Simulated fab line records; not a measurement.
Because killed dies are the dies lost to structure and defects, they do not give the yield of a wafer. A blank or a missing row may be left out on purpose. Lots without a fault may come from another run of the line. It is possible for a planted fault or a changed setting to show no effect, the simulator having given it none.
A lot that was struck, set against a sound lot + flow n5_finfet + 24 out of 1938 route steps
Sound: the wafers L553.1, L553.4, L553.5. Wafers struck: L559.1, L559.5, L559.6. The cause is named last.
Each step with rows lists, per side, the tool, then ch with its chambers, then its first start. Under that, the readings that differ: sound wafers + struck wafers + difference of the means + sigmas: that difference in standard deviations of wafers without a fault.
alike: same words and numbers on both sides, and readings whose means sit less than 2 such deviations apart. not compared: any withheld reading, any reading some wafer has no value for, any bound like >300 that may hide the same value, and any number with overlapping values for which the record gives no deviation.
Wherever a step has rows on one side only, a row that says differs or no value, or a row with sigmas, the two part there. Numbers that don't overlap but have no deviation are shown without sigmas and don't part them. Lack of a reading on every wafer of one side parts them only where that side has two or more wafers.

first, 9 steps without rows for these wafers: N5_MOL_CONTACT_COAG_SRD_126 (dry time 32 s); N5_MOL_CONTACT_COAG_CMP_23 (polishes, stops on SiO2, t overpolish 1.5 s, target thk 0 nm); N5_MOL_CONTACT_COAG_WET_ETCH_26 (target Co, target depth 13 nm); N5_MOL_CONTACT_COAG_WET_ETCH_116 (etches the open film in SC1-inhibited, target depth 4.6 nm, rinse time 30 s); N5_MOL_CONTACT_COAG_ALD_27 (deposits SiOC, target thk 17 nm, pulse time 1.5 s, time 2720 s); N5_MOL_CONTACT_COAG_CMP_28 (polishes, stops on SiNx, t overpolish 0.85 s, target thk 14.522 nm); N5_MOL_CONTACT_COAG_ALD_123 (deposits SiNx, target thk 5 nm, pulse time 1 s, purge time 2 s); N5_MOL_CONTACT_COAG_PECVD_31 (deposits SiO2 from TEOS/O2, target thk 46 nm, time 8.9 s); N5_MOL_CONTACT_COAG_COAT_75 (time 60 s, resist thk 60 nm).
N5_MOL_CONTACT_COAG_COAT_76: time 60 s, resist thk 10 nm.
  sound on litho_track-04 ch 0, day 5 19:36; struck on litho_track-04 ch 0, day 7 06:35
| reading                                             | sound                | struck               | difference | sigmas      |
|-----------------------------------------------------|----------------------|----------------------|------------|-------------|
| spin_speed_rpm (rpm)                                | 1501.0 1501.6 1501.6 | 1351.9 1350.8 1350.7 | -150.3     | -99 or more |
| model.SiARC_of_MOL_CONTACT_COAG_COAT_76.thk_nm (nm) | 10 10 10             | 10.6 10.6 10.6       | +0.6       |             |
  alike: chill_plate_temp_C, dispense_pressure_kPa
then, 9 steps without rows for these wafers: N5_MOL_CONTACT_COAG_COAT_77 (time 60 s, resist thk 10 nm); N5_MOL_CONTACT_COAG_COAT_78 (resist thk 40 nm); N5_MOL_CONTACT_COAG_EBR_80; N5_MOL_CONTACT_COAG_SOFTBAKE_79 (time 60 s); N5_MOL_CONTACT_COAG_EXPOSE_81 (exposes mask VG, defocus 0 nm); N5_MOL_CONTACT_COAG_PEB_82 (peb time 60 s); N5_MOL_CONTACT_COAG_DEVELOP_83 (develop time 30 s); N5_MOL_CONTACT_COAG_DESCUM_88 (chemistry O2, time 7 s); N5_MOL_CONTACT_COAG_ETCH_89 (etches underlayer in N2/H2, target depth 13 nm, time 10.4 s).
N5_MOL_CONTACT_COAG_ETCH_90: etches SiARC in CF4, target depth 13 nm, time 21.7 s.
  sound on rie_diel-05 ch 1,3, day 5 20:37; struck on rie_diel-05 ch 0,1,2, day 7 07:11
| reading                                               | sound             | struck            | difference | sigmas |
|-------------------------------------------------------|-------------------|-------------------|------------|--------|
| rf_vpp_V (V)                                          | 182.7 183.2 181.9 | 186.6 185.0 184.0 | +2.6       | +2     |
| model.etch.depth_nm (nm)                              | 9.994 10.03 10.01 | 10.52 10.54 10.51 | +0.51      |        |
| model.CAR-EUV_of_MOL_CONTACT_COAG_COAT_78.thk_nm (nm) | 17 17 16.8        | 16.6 16.6 16.6    | -0.3       |        |
  alike: bias_w, drypump_motor_current_A, etch_rf_on_time_s, oes_product_au, showerhead_plenum_p_Torr, throttle_valve_pct
  not compared: rf_hours_counter_h
then, 1 step without rows for these wafers: N5_MOL_CONTACT_COAG_ALD_131 (deposits SiO2, target thk 5 nm, pulse time 1 s, co reactant pulse time 1 s).
N5_MOL_CONTACT_COAG_ETCHBACK_132: etches SiO2 in CHF3, target depth 10 nm, time 6.7 s.
  sound on rie_diel-05 ch 0,3, day 5 20:54; struck on rie_diel-05 ch 0,2,3, day 7 07:28
| reading                                               | sound          | struck       | difference | sigmas |
|-------------------------------------------------------|----------------|--------------|------------|--------|
| model.CAR-EUV_of_MOL_CONTACT_COAG_COAT_78.thk_nm (nm) | 15.6 15.6 15.4 | 15.2 15 15.2 | -0.4       |        |
  alike: bias_w, drypump_motor_current_A, oes_ar_750_au, oes_product_au, rf_vpp_V, showerhead_plenum_p_Torr, throttle_valve_pct
  not compared: rf_hours_counter_h
N5_MOL_CONTACT_COAG_ETCH_91: etches SOC in N2/H2, target depth 60 nm, overetch 21 nm, time 101.2 s.
  sound on rie_diel-05 ch 0,3, day 5 20:56; struck on rie_diel-05 ch 0,2,3, day 7 07:30
| reading                                             | sound   | struck      | difference | sigmas |
|-----------------------------------------------------|---------|-------------|------------|--------|
| model.SiARC_of_MOL_CONTACT_COAG_COAT_76.thk_nm (nm) | 6 5.8 6 | 6.4 6.4 6.4 | +0.5       |        |
  alike: bias_w, drypump_motor_current_A, oes_product_au, rf_vpp_V, showerhead_plenum_p_Torr, throttle_valve_pct
  not compared: rf_hours_counter_h
then, 1 step without rows for these wafers: N5_MOL_CONTACT_COAG_STRIP_92 (strips in N2/H2).

WHERE THEY PART
Last at N5_MOL_CONTACT_COAG_ETCH_90 as far as this record goes, first at N5_MOL_CONTACT_COAG_COAT_76. Later steps at which nothing parts them and some readings are alike: N5_MOL_CONTACT_COAG_ETCHBACK_132, N5_MOL_CONTACT_COAG_ETCH_91.

WHY: the cause the simulator had injected
Process parameter drift: litho_track-04, from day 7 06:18 on, at N5_MOL_CONTACT_COAG_COAT_76. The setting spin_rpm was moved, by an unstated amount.
